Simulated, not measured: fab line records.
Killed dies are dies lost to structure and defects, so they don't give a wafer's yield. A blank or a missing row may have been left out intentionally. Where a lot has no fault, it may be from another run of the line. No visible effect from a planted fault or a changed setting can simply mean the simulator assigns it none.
Split-lot study | flow n5 finfet | on a route of 1938 steps: 7 lots, 21 wafers read

== ABOUT THE SPLIT ==
At N5_BEOL_M0_SAQP_PECVD_03 (deposits SiCN from 3MS/NH3, target thk 12 nm, time 21.1 s), the setting time s was moved away from the recipe's 21.1 s on 7 of the 21 wafers read, by -14.1% to +12.7%. This setting was run at the recipe's value on the other wafers.

== FROM THE SPLIT TO THE READING: what the file shows between them, 10 steps ==
- N5_BEOL_M0_SAQP_HM_DEP_111: deposits SiO2 from SiH4/N2O, target thk 12 nm, time 7.2 s (also split here: time s)
- N5_BEOL_M0_SAQP_COAT_81: time 60 s, resist thk 100 nm
- N5_BEOL_M0_SAQP_COAT_82: time 60 s, resist thk 30 nm
- N5_BEOL_M0_SAQP_ETCH_84: etches SOC in N2/H2, target depth 100 nm, overetch 20 nm, time 150 s
- N5_BEOL_M0_SAQP_STRIP_80: strips in N2/H2
- N5_BEOL_M0_SAQP_HM_OPEN_112: chemistry CHF3/O2, target SiO2, stops on a-Si, target depth 12 nm, time 13.5 s
- N5_BEOL_M0_SAQP_STRIP_113: strips in CHF3/O2
- N5_BEOL_M0_SAQP_MANDREL_ETCH_20: etches a-Si in HBr/Cl2, stops on SiNx, target depth 60 nm, bt time 10 s, time 30 s
- N5_BEOL_M0_SAQP_ETCH_102: etches SiO2 in CF4, target depth 4 nm, time 4.4 s
- N5_BEOL_M0_SAQP_MANDREL_ETCH_103: etches a-Si in HBr/Cl2, stops on SiCN, target depth 45 nm, bt time 10 s, time 27 s

== THE READING ==
SiCN_of_BEOL_M0_SAQP_PECVD_03.thk nm (the simulator's own value, which no gauge read), in nm, at N5_BEOL_M0_SAQP_RECESS_104 (chemistry HF/NH3, target SiO2, target depth 18 nm, afs cycles 3, sublimation time 60 s). The file gives no usual value for it. Across the 14 wafers here that went through the recipe, the average is 8.5 nm and the standard deviation 0.3 nm.

wafer  | tool, chamber at the split | time s as run, s | against the recipe | SiCN_of_BEOL_M0_SAQP_PECVD_03.thk nm, nm | against lot-mates on the recipe
L076.1 | pecvd-03, 2                | 21.1             | recipe             | 7.8                                      | -
L076.3 | pecvd-03, 0                | 21.1             | recipe             | 8.8                                      | -
L076.4 | pecvd-03, 2                | 22.55            | +6.9%              | 9.2                                      | +0.9
L079.2 | pecvd-01, 2                | 21.1             | recipe             | 8                                        | -
L079.4 | pecvd-01, 0                | 21.1             | recipe             | 8.6                                      | -
L079.6 | pecvd-01, 2                | 18.17            | -13.9%             | 6.6                                      | -1.7
L080.4 | pecvd-03, 0                | 21.1             | recipe             | 8.6                                      | -
L080.5 | pecvd-03, 2                | 18.12            | -14.1%             | 6.8                                      | -1.8
L080.6 | pecvd-03, 1                | 18.12            | -14.1%             | 7.2                                      | -1.4
L081.1 | pecvd-01, 1                | 21.99            | +4.2%              | 8.6                                      | -0.2
L081.3 | pecvd-01, 1                | 21.99            | +4.2%              | 8.8                                      | +0.0
L081.6 | pecvd-01, 0                | 21.1             | recipe             | 8.8                                      | -
L089.1 | pecvd-02, 1                | 21.1             | recipe             | 8.4                                      | -
L089.4 | pecvd-02, 2,0              | 21.1             | recipe             | 8.6                                      | -
L089.5 | pecvd-02, 2,0              | 21.1             | recipe             | 9                                        | -
L093.1 | pecvd-02, 0,2              | 21.1             | recipe             | 8.4                                      | -
L093.2 | pecvd-02, 0,2              | 21.1             | recipe             | 8.6                                      | -
L093.5 | pecvd-02, 2                | 21.1             | recipe             | 8.6                                      | -
L094.1 | pecvd-02, 0                | 21.1             | recipe             | 8.6                                      | -
L094.4 | pecvd-02, 2                | 21.1             | recipe             | 8.6                                      | -
L094.2 | pecvd-02, 2                | 23.78            | +12.7%             | 10                                       | +1.4
The file does not say which wafer passed through which chamber wherever a row lists several chambers: such a row stands for several wafers.

FIT RESULTS
A straight line over all 21 wafers: SiCN_of_BEOL_M0_SAQP_PECVD_03.thk nm changes by +0.113 nm for each +1% of time s; r = +0.93; the points scatter about the line by 0.29 nm.
The same after taking each lot's own level away (the mean of its wafers on the recipe; 21 wafers): +0.109 nm for each +1%; r = +0.93; scatter 0.29 nm.
The reading moves by 1.5 nm for the largest change in time s, on that fit.
The span of the lots' own levels, 8.30 to 8.80 nm, comes to 1.7 times the standard deviation stated above.
So the lot-to-lot level changes the slope little: the two slopes agree.
Check: -1.53 nm against its lot-mates is what the line predicts for one of the wafers moved furthest among these (-14.1%) when that wafer is left out of the fit. Against them it came out at -1.8 nm.

== OTHER SPLITS ON THESE WAFERS ==
Other splits were also applied to these wafers ahead of the reading. Each is held against what the fit with the lots' levels taken away leaves over:
other split on the same wafers       | wafers away from the commonest value | r with SiCN_of_BEOL_M0_SAQP_PECVD_03.thk nm (lot level and that fit taken away)
N5_SD_EPI_P_EPI_21 epi growth time s | 9                                    | +0.11
N5_SD_ACTIVATION_LSA_01 temp c       | 4                                    | +0.60
N5_GATE_CUT_ETCH_58 time s           | 7                                    | -0.01
N5_GATE_CUT_ALD_22 ald cycles        | 4                                    | +0.55
N5_GATE_CUT_CMP_23 down force psi    | 10                                   | +0.30
N5_MOL_CONTACT_COAG_ALD_27 time s    | 2                                    | -0.05
N5_BEOL_M0_SAQP_HM_DEP_111 time s    | 5                                    | -0.38

== THE WHOLE CHAIN: every reading that the file lists as answering this split, in the file's order ==
step                       | what it does                                                                           | reading                                                                               | change (the file's fit)               | r (the file's)
N5_BEOL_M0_SAQP_PECVD_03   | deposits SiCN from 3MS/NH3, target thk 12 nm, time 21.1 s                              | SiCN_of_BEOL_M0_SAQP_PECVD_03.thk nm (the simulator's own value, which no gauge read) | +0.119 nm for each +1% of the setting | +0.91
N5_BEOL_M0_SAQP_RECESS_104 | chemistry HF/NH3, target SiO2, target depth 18 nm, afs cycles 3, sublimation time 60 s | SiCN_of_BEOL_M0_SAQP_PECVD_03.thk nm (the simulator's own value, which no gauge read) | +0.113 nm for each +1% of the setting | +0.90

== FILE'S OWN FIT ==
SiCN_of_BEOL_M0_SAQP_PECVD_03.thk nm changes by +0.113 nm for each +1% of time s, r = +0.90.
